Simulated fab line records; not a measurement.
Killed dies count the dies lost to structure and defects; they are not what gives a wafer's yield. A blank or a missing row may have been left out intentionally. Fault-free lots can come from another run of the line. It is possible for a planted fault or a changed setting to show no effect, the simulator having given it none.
8D (eight disciplines) problem report, filled in by code ; flow n5 finfet ; the parts of the form that need people (team, actions taken, sign-off) are left out

1. WHAT IS WRONG
At N5_BEOL_M3_ILD_DEP_00, susceptor temp C averages 355.59 C over 2 wafers from 2 lots, while fault-free wafers read 349.97 C, standard deviation 0.2. That is +28 standard deviations from the usual mean.
The step: deposits SiOC from DEMS/O2, target thk 79 nm, time 15.3 s.
First observed at day 7 18:29: wafer L455.5, on pecvd-02. The record has a number at this step for 30 wafers belonging to 10 lots. By rule, "out" or "out of limits" means more than 4 standard deviations away from the usual mean. Any other wafer with a number is counted as sound.

2. WHAT IT IS; WHAT IT IS NOT
question;is;is not
which readings at this step;susceptor temp C;heater power outer w, heater power w, showerhead plenum p Torr, throttle valve pct
which lots;L455, L456;L463, L464, L467, L469, L471, L472, L473, L474
which wafers of those lots;L455.5, L456.2;L455.3, L455.6, L456.1, L456.6
read on which tools;pecvd-02;pecvd-01
when;from day 7 18:29;"up to then (2 sound wafers); but 26 sound wafers of L456, L463, L464, L467, L469, L471, L472, L473, L474 came after"

3. WHAT RULES OUT EACH SUSPECT
Counting: if a tool at a process step up to the reading ran every lot that is out, it stays a suspect. Sound lots after the first of them don't rule it out here, since some wafers of a struck lot are sound.
- pecvd-02 at N5_BEOL_M3_ILD_DEP_00 (deposits SiOC from DEMS/O2, target thk 79 nm, time 15.3 s): kept. It ran every lot that is out, first L455 (day 7 18:29). Its own susceptor temp C readings are out on those wafers.
- Within pecvd-02 at N5_BEOL_M3_ILD_DEP_00: the wafers that are out ran in chamber 1; their sound lot-mates ran in chambers 0, 2.
Remaining after the count: pecvd-02 at N5_BEOL_M3_ILD_DEP_00.

4. THE CAUSE (what the simulator had put in)
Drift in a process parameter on pecvd-02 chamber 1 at N5_BEOL_M3_ILD_DEP_00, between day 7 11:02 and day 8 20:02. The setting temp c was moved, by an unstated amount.
The count eliminated every tool but this one.

5. THE EFFECT CHAIN, in route order
Rows list readings where the struck wafers' mean (over those with a number) sits beyond 3 standard deviations from the usual. Scope: only readings with a usual standard deviation given in the record; hours: median across lots of the time from each lot's start at the first step in this table that gives one to its start at this step; sigmas: change in usual standard deviations.
hours;step;reading;usual;on struck wafers;change;sigmas
0;N5_BEOL_M3_ILD_DEP_00;susceptor temp C;349.97 C;355.59;+5.62;+28
Process steps it contains:
- N5_BEOL_M3_ILD_DEP_00: deposits SiOC from DEMS/O2, target thk 79 nm, time 15.3 s.
Later steps that measure or inspect, where all struck wafers having a row at the step show a number for every such reading and not one has moved that far: N5_BEOL_M4_RC_MEAS_101.

6. HOW IT WOULD HAVE BEEN CAUGHT EARLIER
First out-of-limits reading in this record: day 7 18:29, which is 7 hours after fault onset at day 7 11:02.
